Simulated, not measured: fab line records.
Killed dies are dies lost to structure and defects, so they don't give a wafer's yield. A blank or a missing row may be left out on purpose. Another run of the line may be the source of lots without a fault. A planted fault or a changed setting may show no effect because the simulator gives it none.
Chamber matching ; flow nand harc ; cmp-01 running NHARC_A_M1_CMP_23: 4 sister chambers
The step polishes, t overpolish 20 s, target thk 154.34 nm. 8 wafers are shown with their chamber, then 8 later ones without.

== WAFERS WITH THEIR CHAMBER ==
wafer;chamber;motor current A (A);time to endpoint s (s)
L303.3;3;12.0;30.1
L305.5;3;12.2;28.0
L307.3;1;10.6;33.6
L307.5;2;12.1;31.6
L309.2;0;14.4;27.5
L309.3;1;10.7;31.4
L309.5;0;14.8;30.9
L308.2;2;11.7;28.4

== WAFERS WITH NO CHAMBER GIVEN ==
wafer;motor current A (A);time to endpoint s (s)
L308.5;12.2;29.8
L308.6;13.3;33.2
L310.4;12.5;27.5
L310.5;12.0;30.6
L310.6;11.4;27.4
L315.2;11.2;28.5
L315.4;10.8;36.7
L315.5;12.8;32.1

== THE CHAMBER EACH PASSED THROUGH ==
wafer;from the rows above;in truth
L308.5;can't be placed: 3 or 2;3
L308.6;can't be placed: 3 or 0 or 2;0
L310.4;can't be placed: 3 or 2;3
L310.5;can't be placed: 2 or 3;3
L310.6;can't be placed: 2 or 3 or 1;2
L315.2;can't be placed: 1 or 2 or 3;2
L315.4;1;1
L315.5;can't be placed: 3 or 2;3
1 of 8 placed correctly. Cannot be placed on the basis of these rows: 7; the candidates contain the true chamber in 7. Wrongly placed: 0.
How it was worked out, from the rows above alone: a wafer's distance from a chamber is the root of the sum, over the readings, of the square of ((its reading less the chamber's mean) divided by the reading's scatter). If the next closest chamber is less than 2 further off than the closest, the wafer can't be placed; otherwise it belongs to the closest. Each chamber's mean is taken over the wafers shown for it. The scatter: the root of (the sum of the squares of (reading less its chamber's mean) over the shown wafers, divided by (wafers less chambers)).
